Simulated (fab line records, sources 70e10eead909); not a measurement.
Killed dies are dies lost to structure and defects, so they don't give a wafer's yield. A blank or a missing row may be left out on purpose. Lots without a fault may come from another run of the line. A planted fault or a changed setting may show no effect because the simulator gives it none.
Which tool did it? | flow nand_harc | 13 lots, 39 wafers sampled, at 5 steps of a route of 1302

WHAT THE GAUGES READ, wafer by wafer
NHARC_A_SLIT_CD_MEAS_09: target cd 300 nm.
lot  | measured     | on        | cd_nm (nm)
L172 | day 19 06:41 | cd_sem-03 | 300.3 299.3 300.1
L174 | day 20 01:18 | cd_sem-03 | 300.5 300.1 299.9
L175 | day 21 08:32 | cd_sem-01 | 300.2 299.9 300.2
L177 | day 21 09:31 | cd_sem-03 | 299.3 299.8 299.5
L179 | day 22 14:39 | cd_sem-01 | 300.8 300.0 300.5
L180 | day 22 15:18 | cd_sem-02 | 300.1 300.7 301.3
L178 | day 22 15:48 | cd_sem-01 | 300.5 300.5 300.1
L184 | day 24 17:07 | cd_sem-03 | 300.8 300.2 300.6
L187 | day 25 20:52 | cd_sem-02 | 300.1 300.0 299.6
L191 | day 27 05:34 | cd_sem-01 | 300.6 301.0 300.7
L193 | day 28 20:16 | cd_sem-01 | 301.3 300.2 301.6
L194 | day 28 21:24 | cd_sem-01 | 300.8 300.1 301.3
L195 | day 29 16:45 | cd_sem-02 | 300.5 301.1 300.6

NHARC_A_SLIT_CD_MEAS_21.
lot  | measured     | on        | cd_nm (nm)
L172 | day 19 13:16 | cd_sem-03 | 289.8 289.6 290.3
L174 | day 20 07:46 | cd_sem-02 | 291.6 289.0 291.3
L175 | day 21 15:19 | cd_sem-01 | 291.8 290.8 291.2
L177 | day 21 16:04 | cd_sem-01 | 288.0 289.0 290.3
L179 | day 22 21:59 | cd_sem-02 | 290.1 289.2 290.5
L180 | day 22 23:19 | cd_sem-01 | 291.3 290.3 290.3
L178 | day 23 01:53 | cd_sem-01 | 287.8 288.6 288.3
L184 | day 24 23:45 | cd_sem-01 | 290.4 290.9 289.7
L187 | day 26 03:29 | cd_sem-02 | 289.6 289.6 289.2
L191 | day 27 14:05 | cd_sem-01 | 288.9 289.7 289.4
L193 | day 29 02:44 | cd_sem-02 | 290.3 290.9 290.1
L194 | day 29 03:53 | cd_sem-03 | 290.2 290.5 289.1
L195 | day 29 23:13 | cd_sem-01 | 289.4 290.0 288.9

NHARC_END_SORT_01.
lot  | measured     | on        | killed_at_array | killed_at_other | killed_at_periphery | killed_dies | killed_open | killed_short
L177 | day 27 01:24 | prober-01 | 24 23 22        | 0 0 0           | 2 3 2               | 26 26 24    | 0 5 7       | 4 5 3
L178 | day 28 00:06 | prober-01 | 78 73 84        | 0 1 0           | 4 3 2               | 82 77 86    | 6 3 3       | 2 2 6

WHICH TOOL RAN EACH LOT (tool, then ch and the chambers of the sampled wafers, then the start)
lot  | NHARC_A_WL_FILL_ETCHBACK_04       | NHARC_A_WL_FILL_STRIP_27
L172 | rie_metal-01 ch 0,1, day 19 21:16 | plasma_asher-02 ch 0,1, day 19 21:39
L174 | rie_metal-02 ch 0,1, day 20 15:44 | plasma_asher-01 ch 0, day 20 16:14
L175 | rie_metal-01 ch 0,1, day 21 23:21 | plasma_asher-01 ch 0,1, day 21 23:44
L177 | rie_metal-03 ch 0,1, day 21 23:26 | plasma_asher-01 ch 0,1, day 21 23:55
L179 | rie_metal-01 ch 0,1, day 23 06:06 | plasma_asher-02 ch 0,1, day 23 06:29
L180 | rie_metal-02 ch 0, day 23 06:16   | plasma_asher-02 ch 0,1, day 23 06:40
L178 | rie_metal-03 ch 0,1, day 23 10:09 | plasma_asher-02 ch 0,1, day 23 10:31
L184 | rie_metal-01 ch 0,1, day 25 08:10 | plasma_asher-01 ch 0, day 25 08:36
L187 | rie_metal-02 ch 0,1, day 26 11:16 | plasma_asher-01 ch 1, day 26 11:38
L191 | rie_metal-02 ch 0,1, day 27 22:13 | plasma_asher-02 ch 0,1, day 28 03:10
L193 | rie_metal-01 ch 0, day 29 11:06   | plasma_asher-02 ch 0,1, day 29 11:28
L194 | rie_metal-03 ch 0,1, day 29 11:17 | plasma_asher-02 ch 0,1, day 29 11:38
L195 | rie_metal-01 ch 0,1, day 30 08:30 | plasma_asher-02 ch 0,1, day 30 08:51
- NHARC_A_WL_FILL_ETCHBACK_04: etches the open film in NF3, target depth 60 nm, time 120 s.
- NHARC_A_WL_FILL_STRIP_27: strips in N2/H2, time 20 s.

WHAT THE TOOLS THEMSELVES READ (means of the sampled wafers that have a number; where no wafer has one, the mark that the record gives instead)
NHARC_A_WL_FILL_ETCHBACK_04.
lot  | tool         | drypump_motor_current_A (A) | oes_product_au (a.u.) | run_length_s (s)
L172 | rie_metal-01 | 5.4                         | 1.001                 | 141.6
L174 | rie_metal-02 | 6.6                         | 0.989                 | 140.7
L175 | rie_metal-01 | 5.4                         | 1.010                 | 141.8
L177 | rie_metal-03 | 5.9                         | 1.004                 | 141.6
L179 | rie_metal-01 | 5.4                         | 1.022                 | 141.8
L180 | rie_metal-02 | 6.8                         | 0.990                 | 140.5
L178 | rie_metal-03 | 5.7                         | 1.005                 | 141.1
L184 | rie_metal-01 | 5.4                         | 1.004                 | 141.4
L187 | rie_metal-02 | 6.6                         | 1.000                 | 157.6
L191 | rie_metal-02 | 6.3                         | 0.994                 | 149.3
L193 | rie_metal-01 | 5.3                         | 1.008                 | 142.1
L194 | rie_metal-03 | 5.7                         | 0.979                 | 141.2
L195 | rie_metal-01 | 5.4                         | 1.004                 | 141.6

NHARC_A_WL_FILL_STRIP_27.
lot  | tool            | drypump_motor_current_A (A) | heater_power_w (W)
L172 | plasma_asher-02 | 6.0                         | 341
L174 | plasma_asher-01 | 5.3                         | 357
L175 | plasma_asher-01 | 5.2                         | 331
L177 | plasma_asher-01 | 5.3                         | 343
L179 | plasma_asher-02 | 6.0                         | 343
L180 | plasma_asher-02 | 6.0                         | 341
L178 | plasma_asher-02 | 5.9                         | 308
L184 | plasma_asher-01 | 5.3                         | 333
L187 | plasma_asher-01 | 5.2                         | 316
L191 | plasma_asher-02 | 6.0                         | 333
L193 | plasma_asher-02 | 6.0                         | 336
L194 | plasma_asher-02 | 6.0                         | 337
L195 | plasma_asher-02 | 5.9                         | 312

THE ANSWER, worked out from the rows above alone
Rule: what is usual is taken from the lots themselves. Put in order of their means at a reading, lots are off if they are a third of the lots or fewer, leave a main group of 4 or more, and stand apart from it by a gap of 3 or more times the standard deviation of the main group's means; of several such gaps the widest counts. A main group whose means are all the same, to the digits that the tables above print for the reading, isn't used. A lot without any number at a reading at which 4 lots or more have one is off too. The other lots that the step has rows for count as sound. The gauges are gone through in route order, then the tools' own readings, and for those a lot's mean is taken as printed above. The first step at which some lot is off is used, and at that step the reading that is off furthest; a lot without a number counts as furthest.
Off: L187, L191, at NHARC_A_WL_FILL_ETCHBACK_04 (run_length_s). The main group: mean 141.4 s, standard deviation 0.46.
A tool fits if, at that step or a process step before it, it ran every lot that is off, and no sound lot after the first of them. One fits: rie_metal-02 at NHARC_A_WL_FILL_ETCHBACK_04. Its last sound lot is L180 (day 23 06:16), its first lot that is off L187 (day 26 11:16): a fault that began between those two fits.
The tool's own readings at NHARC_A_WL_FILL_ETCHBACK_04 bear it out: on the lots that are off they differ by more than 5 times the standard deviation of the sound lots' means. run_length_s reads 153.4 s there against 141.4 s on the sound lots.

WHAT THE SIMULATOR HAD PUT IN
Process parameter drift: rie_metal-02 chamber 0, from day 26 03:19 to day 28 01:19, at NHARC_A_WL_FILL_ETCHBACK_04. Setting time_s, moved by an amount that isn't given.
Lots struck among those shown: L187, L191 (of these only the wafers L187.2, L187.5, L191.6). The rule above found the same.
